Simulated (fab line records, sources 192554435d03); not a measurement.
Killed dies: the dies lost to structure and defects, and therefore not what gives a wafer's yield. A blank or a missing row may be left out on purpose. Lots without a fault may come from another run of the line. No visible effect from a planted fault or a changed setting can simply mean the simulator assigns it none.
Which tool was responsible? || flow n5 finfet || Sampling: 8 lots, 24 wafers, 5 of 1938 route steps

WHAT THE GAUGES SHOWED, per wafer
N5_BEOL_M4_RC_MEAS_101. Usual: DIBL_N 36.1 mV/V, standard deviation 1.4; DIBL_P 36.3 mV/V, standard deviation 1.4; IOFF_N 0.154 nA/um, standard deviation 0.021; IOFF_P 0.21 nA/um, standard deviation 0.032; ION_N 670 uA/um, standard deviation 8.1; ION_P 461 uA/um, standard deviation 7; SS_N 71.4 mV/dec, standard deviation 0.49; SS_P 73.3 mV/dec, standard deviation 0.5; VT_N 250.4 mV, standard deviation 2.6; VT_P -250 mV, standard deviation 3.7.
{"lot": "L161", "measured": "day 9 16:39", "on": "prober-01", "DIBL_N (mV/V)": "35.9 34.8 37.2", "DIBL_P (mV/V)": "35.7 33.5 36.3", "IOFF_N (nA/um)": "0.133 0.114 0.153", "IOFF_P (nA/um)": "0.21 0.18 0.22", "ION_N (uA/um)": "672 657 672", "ION_P (uA/um)": "469 464 464", "SS_N (mV/dec)": "70.8 70.9 70.8", "SS_P (mV/dec)": "72.8 72.1 73.4", "VT_N (mV)": "254.0 257.3 250.8", "VT_P (mV)": "-249 -254 -248", "flag": ""}
{"lot": "L163", "measured": "day 10 23:01", "on": "prober-02", "DIBL_N (mV/V)": "35.3 34.5 35.5", "DIBL_P (mV/V)": "36.6 35.5 35.6", "IOFF_N (nA/um)": "0.152 0.133 0.142", "IOFF_P (nA/um)": "0.21 0.19 0.20", "ION_N (uA/um)": "668 664 662", "ION_P (uA/um)": "458 456 455", "SS_N (mV/dec)": "71.9 71.6 71.7", "SS_P (mV/dec)": "73.1 72.4 72.9", "VT_N (mV)": "249.3 250.4 252.5", "VT_P (mV)": "-251 -252 -251", "flag": ""}
{"lot": "L168", "measured": "day 11 15:20", "on": "prober-01", "DIBL_N (mV/V)": "37.1 38.1 36.8", "DIBL_P (mV/V)": "35.0 36.5 35.5", "IOFF_N (nA/um)": "0.145 0.171 0.142", "IOFF_P (nA/um)": "0.19 0.22 0.19", "ION_N (uA/um)": "661 664 663", "ION_P (uA/um)": "449 459 458", "SS_N (mV/dec)": "70.9 71.4 71.2", "SS_P (mV/dec)": "72.9 73.3 72.8", "VT_N (mV)": "252.3 250.1 250.8", "VT_P (mV)": "-252 -250 -254", "flag": ""}
{"lot": "L171", "measured": "day 11 20:16", "on": "prober-01", "DIBL_N (mV/V)": "34.6 35.1 32.7", "DIBL_P (mV/V)": "35.6 35.7 31.8", "IOFF_N (nA/um)": "0.141 0.139 0.103", "IOFF_P (nA/um)": "0.17 0.16 0.12", "ION_N (uA/um)": "676 673 649", "ION_P (uA/um)": "457 448 439", "SS_N (mV/dec)": "71.6 71.4 70.6", "SS_P (mV/dec)": "73.4 73.7 72.3", "VT_N (mV)": "252.6 254.0 258.4", "VT_P (mV)": "-256 -257 -259", "flag": ""}
{"lot": "L175", "measured": "day 12 17:49", "on": "prober-01", "DIBL_N (mV/V)": "34.4 34.2 36.5", "DIBL_P (mV/V)": "34.7 34.4 35.7", "IOFF_N (nA/um)": "0.139 0.137 0.171", "IOFF_P (nA/um)": "0.18 0.19 0.20", "ION_N (uA/um)": "681 682 669", "ION_P (uA/um)": "467 461 459", "SS_N (mV/dec)": "71.0 70.4 70.6", "SS_P (mV/dec)": "72.9 73.2 73.6", "VT_N (mV)": "249.3 250.0 246.5", "VT_P (mV)": "-251 -250 -249", "flag": ""}
{"lot": "L177", "measured": "day 13 23:28", "on": "prober-01", "DIBL_N (mV/V)": "35.0 32.7 33.5", "DIBL_P (mV/V)": "36.6 34.0 34.5", "IOFF_N (nA/um)": "0.127 0.110 0.115", "IOFF_P (nA/um)": "0.17 0.14 0.15", "ION_N (uA/um)": "657 659 650", "ION_P (uA/um)": "458 455 451", "SS_N (mV/dec)": "71.6 70.4 71.0", "SS_P (mV/dec)": "72.9 72.7 72.9", "VT_N (mV)": "255.0 254.8 254.3", "VT_P (mV)": "-255 -254 -259", "flag": ""}
{"lot": "L178", "measured": "day 14 16:38", "on": "prober-02", "DIBL_N (mV/V)": "37.8 37.4 38.6", "DIBL_P (mV/V)": "38.2 37.7 39.7", "IOFF_N (nA/um)": "0.167 0.154 0.186", "IOFF_P (nA/um)": "0.22 0.21 0.24", "ION_N (uA/um)": "665 661 679", "ION_P (uA/um)": "453 459 463", "SS_N (mV/dec)": "71.4 71.3 71.7", "SS_P (mV/dec)": "73.6 73.1 73.4", "VT_N (mV)": "249.4 250.7 250.4", "VT_P (mV)": "-250 -251 -251", "flag": ""}
{"lot": "L181", "measured": "day 15 04:57", "on": "prober-02", "DIBL_N (mV/V)": "35.5 36.7 36.2", "DIBL_P (mV/V)": "36.3 37.0 36.6", "IOFF_N (nA/um)": "0.127 0.152 0.140", "IOFF_P (nA/um)": "0.17 0.19 0.18", "ION_N (uA/um)": "664 668 669", "ION_P (uA/um)": "461 453 455", "SS_N (mV/dec)": "71.0 71.5 71.4", "SS_P (mV/dec)": "72.8 72.7 73.2", "VT_N (mV)": "254.9 252.0 257.7", "VT_P (mV)": "-257 -251 -257", "flag": ""}

TOOL THAT RAN EACH LOT (tool first, then ch and the chambers of the sampled wafers, then the start)
{"lot": "L161", "N5_BEOL_M4_STRIP_19": "rie diel-01 ch 1,2,3, day 9 10:32", "N5_BEOL_M4_ETCH_69": "rie diel-03 ch 1,2,3, day 9 11:08", "N5_BEOL_M4_ETCH_70": "rie diel-01 ch 0,1,2, day 9 12:03", "N5_BEOL_M4_STRIP_36": "rie diel-01 ch 0,1,2, day 9 12:13"}
{"lot": "L163", "N5_BEOL_M4_STRIP_19": "rie diel-01 ch 0,3, day 10 06:50", "N5_BEOL_M4_ETCH_69": "rie diel-03 ch 0,1,2, day 10 08:06", "N5_BEOL_M4_ETCH_70": "rie diel-01 ch 0,1,2, day 10 18:37", "N5_BEOL_M4_STRIP_36": "rie diel-01 ch 0,1,2, day 10 18:47"}
{"lot": "L168", "N5_BEOL_M4_STRIP_19": "rie diel-02 ch 0,3, day 10 22:26", "N5_BEOL_M4_ETCH_69": "rie diel-02 ch 0,1,2, day 10 23:07", "N5_BEOL_M4_ETCH_70": "rie diel-01 ch 0,3, day 11 10:19", "N5_BEOL_M4_STRIP_36": "rie diel-01 ch 0,3, day 11 10:28"}
{"lot": "L171", "N5_BEOL_M4_STRIP_19": "rie diel-02 ch 1,2, day 11 03:25", "N5_BEOL_M4_ETCH_69": "rie diel-01 ch 0,2,3, day 11 03:59", "N5_BEOL_M4_ETCH_70": "rie diel-01 ch 0,1,2, day 11 14:16", "N5_BEOL_M4_STRIP_36": "rie diel-01 ch 0,1,2, day 11 14:26"}
{"lot": "L175", "N5_BEOL_M4_STRIP_19": "rie diel-01 ch 1,2,3, day 12 04:29", "N5_BEOL_M4_ETCH_69": "rie diel-01 ch 0,2,3, day 12 05:02", "N5_BEOL_M4_ETCH_70": "rie diel-02 ch 0,2,3, day 12 11:22", "N5_BEOL_M4_STRIP_36": "rie diel-02 ch 0,2,3, day 12 11:30"}
{"lot": "L177", "N5_BEOL_M4_STRIP_19": "rie diel-01 ch 0,2, day 13 10:07", "N5_BEOL_M4_ETCH_69": "rie diel-02 ch 0,2, day 13 10:43", "N5_BEOL_M4_ETCH_70": "rie diel-02 ch 0,1, day 13 17:07", "N5_BEOL_M4_STRIP_36": "rie diel-02 ch 0,1, day 13 17:22"}
{"lot": "L178", "N5_BEOL_M4_STRIP_19": "rie diel-01 ch 1,2,3, day 14 00:50", "N5_BEOL_M4_ETCH_69": "rie diel-03 ch 0,1,3, day 14 02:14", "N5_BEOL_M4_ETCH_70": "rie diel-03 ch 0,3, day 14 10:37", "N5_BEOL_M4_STRIP_36": "rie diel-03 ch 0,3, day 14 10:47"}
{"lot": "L181", "N5_BEOL_M4_STRIP_19": "rie diel-01 ch 0,1,3, day 14 20:04", "N5_BEOL_M4_ETCH_69": "rie diel-03 ch 0,1,2, day 14 20:38", "N5_BEOL_M4_ETCH_70": "rie diel-03 ch 2,3, day 14 22:53", "N5_BEOL_M4_STRIP_36": "rie diel-03 ch 2,3, day 14 23:03"}
- N5_BEOL_M4_STRIP_19: strips in O2.
- N5_BEOL_M4_ETCH_69: etches SiARC in CF4, target depth 15.6 nm, time 26 s.
- N5_BEOL_M4_ETCH_70: etches SOC in N2/H2, target depth 80 nm, overetch 24 nm, time 130 s.
- N5_BEOL_M4_STRIP_36: strips in N2/H2.

WHAT THE TOOLS THEMSELVES READ (means of the sampled wafers that have a number; where no wafer has one, the mark that the record gives instead)
N5_BEOL_M4_STRIP_19. Usual: drypump motor current A 5.8 A, standard deviation 0.45; oes product au 0.84 a.u., standard deviation 0.086; rf vpp V 3.6 V, standard deviation 0.47; showerhead plenum p Torr 2.15 Torr, standard deviation 0.052; throttle valve pct 16.54 %, standard deviation 0.22.
{"lot": "L161", "tool": "rie diel-01", "drypump motor current A (A)": 5.7, "oes product au (a.u.)": 0.77, "rf vpp V (V)": 3.5, "showerhead plenum p Torr (Torr)": 2.16, "throttle valve pct (%)": 16.60, "flag": ""}
{"lot": "L163", "tool": "rie diel-01", "drypump motor current A (A)": 5.7, "oes product au (a.u.)": 0.88, "rf vpp V (V)": 3.8, "showerhead plenum p Torr (Torr)": 2.13, "throttle valve pct (%)": 16.47, "flag": ""}
{"lot": "L168", "tool": "rie diel-02", "drypump motor current A (A)": 5.8, "oes product au (a.u.)": 0.84, "rf vpp V (V)": 3.3, "showerhead plenum p Torr (Torr)": 2.12, "throttle valve pct (%)": 16.81, "flag": ""}
{"lot": "L171", "tool": "rie diel-02", "drypump motor current A (A)": 6.3, "oes product au (a.u.)": 0.89, "rf vpp V (V)": 3.4, "showerhead plenum p Torr (Torr)": 2.10, "throttle valve pct (%)": 16.44, "flag": ""}
{"lot": "L175", "tool": "rie diel-01", "drypump motor current A (A)": 5.7, "oes product au (a.u.)": 0.83, "rf vpp V (V)": 3.9, "showerhead plenum p Torr (Torr)": 2.15, "throttle valve pct (%)": 16.50, "flag": ""}
{"lot": "L177", "tool": "rie diel-01", "drypump motor current A (A)": 5.2, "oes product au (a.u.)": 0.88, "rf vpp V (V)": 3.4, "showerhead plenum p Torr (Torr)": 2.14, "throttle valve pct (%)": 16.50, "flag": ""}
{"lot": "L178", "tool": "rie diel-01", "drypump motor current A (A)": 5.7, "oes product au (a.u.)": 0.80, "rf vpp V (V)": 3.5, "showerhead plenum p Torr (Torr)": 2.15, "throttle valve pct (%)": 16.54, "flag": ""}
{"lot": "L181", "tool": "rie diel-01", "drypump motor current A (A)": 5.8, "oes product au (a.u.)": 0.79, "rf vpp V (V)": 3.9, "showerhead plenum p Torr (Torr)": 2.14, "throttle valve pct (%)": 16.51, "flag": ""}

N5_BEOL_M4_ETCH_69. Usual: bias w is 35.99 W with standard deviation 0.1, drypump motor current A is 5.8 A with standard deviation 0.43, etch rf on time s is 25.9 s with standard deviation 0.38, oes product au is 0.73 a.u. with standard deviation 0.068, rf vpp V is 184.8 V with standard deviation 1, showerhead plenum p Torr is 2.20 Torr with standard deviation 0.052, and throttle valve pct is 15.46 % with standard deviation 0.19.
{"lot": "L161", "tool": "rie diel-03", "bias w (W)": 35.91, "drypump motor current A (A)": 6.0, "etch rf on time s (s)": 26.4, "oes product au (a.u.)": 0.71, "rf vpp V (V)": 184.9, "showerhead plenum p Torr (Torr)": 2.25, "throttle valve pct (%)": 15.55, "flag": ""}
{"lot": "L163", "tool": "rie diel-03", "bias w (W)": 36.01, "drypump motor current A (A)": 6.0, "etch rf on time s (s)": 25.7, "oes product au (a.u.)": 0.76, "rf vpp V (V)": 185.3, "showerhead plenum p Torr (Torr)": 2.24, "throttle valve pct (%)": 15.42, "flag": ""}
{"lot": "L168", "tool": "rie diel-02", "bias w (W)": 36.04, "drypump motor current A (A)": 5.9, "etch rf on time s (s)": 25.6, "oes product au (a.u.)": 0.77, "rf vpp V (V)": 185.0, "showerhead plenum p Torr (Torr)": 2.18, "throttle valve pct (%)": 15.46, "flag": ""}
{"lot": "L171", "tool": "rie diel-01", "bias w (W)": 35.93, "drypump motor current A (A)": 5.5, "etch rf on time s (s)": 25.7, "oes product au (a.u.)": 0.75, "rf vpp V (V)": 184.2, "showerhead plenum p Torr (Torr)": 2.17, "throttle valve pct (%)": 15.46, "flag": ""}
{"lot": "L175", "tool": "rie diel-01", "bias w (W)": 36.02, "drypump motor current A (A)": 5.5, "etch rf on time s (s)": 25.8, "oes product au (a.u.)": 0.72, "rf vpp V (V)": 184.1, "showerhead plenum p Torr (Torr)": 2.17, "throttle valve pct (%)": 15.46, "flag": ""}
{"lot": "L177", "tool": "rie diel-02", "bias w (W)": 36.05, "drypump motor current A (A)": 5.7, "etch rf on time s (s)": 25.7, "oes product au (a.u.)": 0.72, "rf vpp V (V)": 184.7, "showerhead plenum p Torr (Torr)": 2.20, "throttle valve pct (%)": 15.61, "flag": ""}
{"lot": "L178", "tool": "rie diel-03", "bias w (W)": 36.10, "drypump motor current A (A)": 5.6, "etch rf on time s (s)": 25.8, "oes product au (a.u.)": 0.75, "rf vpp V (V)": 184.1, "showerhead plenum p Torr (Torr)": 2.21, "throttle valve pct (%)": 15.42, "flag": ""}
{"lot": "L181", "tool": "rie diel-03", "bias w (W)": 35.90, "drypump motor current A (A)": 6.0, "etch rf on time s (s)": 26.2, "oes product au (a.u.)": 0.71, "rf vpp V (V)": 185.3, "showerhead plenum p Torr (Torr)": 2.23, "throttle valve pct (%)": 15.50, "flag": ""}

N5_BEOL_M4_ETCH_70. Usual: bias w 150.0 W, standard deviation 0.48; drypump motor current A 5.9 A, standard deviation 0.48; oes product au 0.62 a.u., standard deviation 0.056; rf vpp V 525.6 V, standard deviation 2; showerhead plenum p Torr 2.60 Torr, standard deviation 0.066; throttle valve pct 17.71 %, standard deviation 0.22.
{"lot": "L161", "tool": "rie diel-01", "bias w (W)": 150.5, "drypump motor current A (A)": 5.5, "oes product au (a.u.)": 0.62, "rf vpp V (V)": 526.7, "showerhead plenum p Torr (Torr)": 2.64, "throttle valve pct (%)": 17.66, "flag": ""}
{"lot": "L163", "tool": "rie diel-01", "bias w (W)": 150.0, "drypump motor current A (A)": 5.5, "oes product au (a.u.)": 0.67, "rf vpp V (V)": 525.6, "showerhead plenum p Torr (Torr)": 2.63, "throttle valve pct (%)": 17.54, "flag": ""}
{"lot": "L168", "tool": "rie diel-01", "bias w (W)": 137.2, "drypump motor current A (A)": 5.7, "oes product au (a.u.)": 0.62, "rf vpp V (V)": 496.0, "showerhead plenum p Torr (Torr)": 2.57, "throttle valve pct (%)": 17.65, "flag": "OFF"}
{"lot": "L171", "tool": "rie diel-01", "bias w (W)": 137.1, "drypump motor current A (A)": 5.5, "oes product au (a.u.)": 0.65, "rf vpp V (V)": 497.5, "showerhead plenum p Torr (Torr)": 2.63, "throttle valve pct (%)": 17.56, "flag": "OFF"}
{"lot": "L175", "tool": "rie diel-02", "bias w (W)": 150.0, "drypump motor current A (A)": 6.1, "oes product au (a.u.)": 0.59, "rf vpp V (V)": 525.3, "showerhead plenum p Torr (Torr)": 2.58, "throttle valve pct (%)": 17.91, "flag": ""}
{"lot": "L177", "tool": "rie diel-02", "bias w (W)": 149.1, "drypump motor current A (A)": 6.0, "oes product au (a.u.)": 0.65, "rf vpp V (V)": 524.3, "showerhead plenum p Torr (Torr)": 2.52, "throttle valve pct (%)": 17.65, "flag": ""}
{"lot": "L178", "tool": "rie diel-03", "bias w (W)": 150.4, "drypump motor current A (A)": 5.5, "oes product au (a.u.)": 0.65, "rf vpp V (V)": 526.3, "showerhead plenum p Torr (Torr)": 2.59, "throttle valve pct (%)": 17.67, "flag": ""}
{"lot": "L181", "tool": "rie diel-03", "bias w (W)": 149.7, "drypump motor current A (A)": 5.9, "oes product au (a.u.)": 0.63, "rf vpp V (V)": 526.3, "showerhead plenum p Torr (Torr)": 2.62, "throttle valve pct (%)": 17.68, "flag": ""}

N5_BEOL_M4_STRIP_36. Usual: drypump motor current A 5.9 A, standard deviation 0.47; oes product au 0.85 a.u., standard deviation 0.08; power w 449.9 W, standard deviation 1.3; rf vpp V 59.4 V, standard deviation 1.3; showerhead plenum p Torr 2.60 Torr, standard deviation 0.066; throttle valve pct 23.57 %, standard deviation 0.27.
{"lot": "L161", "tool": "rie diel-01", "drypump motor current A (A)": 5.5, "oes product au (a.u.)": 0.84, "power w (W)": 449.5, "rf vpp V (V)": 60.2, "showerhead plenum p Torr (Torr)": 2.63, "throttle valve pct (%)": 23.54, "flag": ""}
{"lot": "L163", "tool": "rie diel-01", "drypump motor current A (A)": 5.5, "oes product au (a.u.)": 0.91, "power w (W)": 450.9, "rf vpp V (V)": 60.8, "showerhead plenum p Torr (Torr)": 2.63, "throttle valve pct (%)": 23.44, "flag": ""}
{"lot": "L168", "tool": "rie diel-01", "drypump motor current A (A)": 5.7, "oes product au (a.u.)": 0.85, "power w (W)": 448.5, "rf vpp V (V)": 58.6, "showerhead plenum p Torr (Torr)": 2.57, "throttle valve pct (%)": 23.51, "flag": ""}
{"lot": "L171", "tool": "rie diel-01", "drypump motor current A (A)": 5.5, "oes product au (a.u.)": 0.90, "power w (W)": 450.7, "rf vpp V (V)": 60.2, "showerhead plenum p Torr (Torr)": 2.63, "throttle valve pct (%)": 23.45, "flag": ""}
{"lot": "L175", "tool": "rie diel-02", "drypump motor current A (A)": 6.1, "oes product au (a.u.)": 0.79, "power w (W)": 450.3, "rf vpp V (V)": 58.4, "showerhead plenum p Torr (Torr)": 2.58, "throttle valve pct (%)": 23.80, "flag": ""}
{"lot": "L177", "tool": "rie diel-02", "drypump motor current A (A)": 5.9, "oes product au (a.u.)": 0.90, "power w (W)": 449.0, "rf vpp V (V)": 59.8, "showerhead plenum p Torr (Torr)": 2.52, "throttle valve pct (%)": 23.45, "flag": ""}
{"lot": "L178", "tool": "rie diel-03", "drypump motor current A (A)": 5.5, "oes product au (a.u.)": 0.88, "power w (W)": 449.1, "rf vpp V (V)": 59.3, "showerhead plenum p Torr (Torr)": 2.58, "throttle valve pct (%)": 23.61, "flag": ""}
{"lot": "L181", "tool": "rie diel-03", "drypump motor current A (A)": 5.9, "oes product au (a.u.)": 0.86, "power w (W)": 448.9, "rf vpp V (V)": 59.2, "showerhead plenum p Torr (Torr)": 2.62, "throttle valve pct (%)": 23.54, "flag": ""}

THE ANSWER, worked out from the rows above alone
Rule: a lot counts as off when the mean over its wafers that have a number is more than 3 standard deviations away from the usual mean. Also off: a lot with no number at a reading for which 4 or more lots have one. Where the step has rows for the other lots, those lots are counted as sound. After the gauges, taken in route order, come the tools' own readings; for these a lot's mean is taken, as printed above. At the first step where some lot is off, the reading lying furthest off is the one used; lots without a number count as furthest.
Off, at N5_BEOL_M4_ETCH_70 on bias w: L168, L171.
A tool fits if, at that step or a process step before it, it ran every lot that is off, and no sound lot after the first of them. 2 tools fit, rie diel-02 at N5_BEOL_M4_STRIP_19 and rie diel-01 at N5_BEOL_M4_ETCH_70, so this cannot tell which one it is.

WHAT THE SIMULATOR PUT IN
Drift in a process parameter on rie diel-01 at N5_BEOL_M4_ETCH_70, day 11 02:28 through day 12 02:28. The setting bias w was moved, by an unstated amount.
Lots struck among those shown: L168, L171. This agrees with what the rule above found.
